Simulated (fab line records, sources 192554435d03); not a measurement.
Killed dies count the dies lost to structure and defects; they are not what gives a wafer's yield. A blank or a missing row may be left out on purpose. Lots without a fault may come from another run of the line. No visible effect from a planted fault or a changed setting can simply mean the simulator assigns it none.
Chamber matching -- flow n5-finfet -- cmp-04 running N5_BEOL_M9_CMP_52: 4 sister chambers
The step polishes, stops on SiCOH lowk, t overpolish 7 s, target thk 140 nm. 8 wafers are shown with their chamber, then 8 later ones without.

## WAFERS WITH THEIR CHAMBER
wafer,chamber,motor-current-A (A),time-to-endpoint-s (s)
L082.2,3,6.4,64
L083.6,1,6.6,67
L084.2,0,5.6,63
L084.4,3,6.5,63
L089.1,0,5.9,66
L089.2,2,7.4,62
L089.3,1,6.3,66
L088.1,2,7.0,62

## WAFERS MISSING THEIR CHAMBER
wafer,motor-current-A (A),time-to-endpoint-s (s)
L088.4,6.2,66
L088.6,5.7,66
L094.2,6.4,62
L094.3,6.5,68
L094.6,6.7,61
L095.2,6.3,61
L095.3,5.8,66
L095.4,6.3,65

## CHAMBER TAKEN BY EACH
wafer,from the rows above,in truth
L088.4,can't be placed: 1 or 3 or 0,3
L088.6,0,0
L094.2,3,3
L094.3,1,1
L094.6,can't be placed: 3 or 2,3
L095.2,can't be placed: 3 or 0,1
L095.3,can't be placed: 0 or 1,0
L095.4,can't be placed: 1 or 3 or 0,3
Placed correctly: 3 of 8. From these rows, 5 cannot be placed; in 4 the true chamber is one of the candidates. Wrongly placed: 0.
How it was worked out, from the rows above alone: a wafer's distance from a chamber is the root of the sum, over the readings, of the square of ((its reading less the chamber's mean) divided by the reading's scatter). If the next closest chamber is less than 2 further off than the closest, the wafer can't be placed; otherwise it belongs to the closest. For every chamber, the mean is computed from those of its wafers that are shown. The scatter: the root of (the sum of the squares of (reading less its chamber's mean) over the shown wafers, divided by (wafers less chambers)).
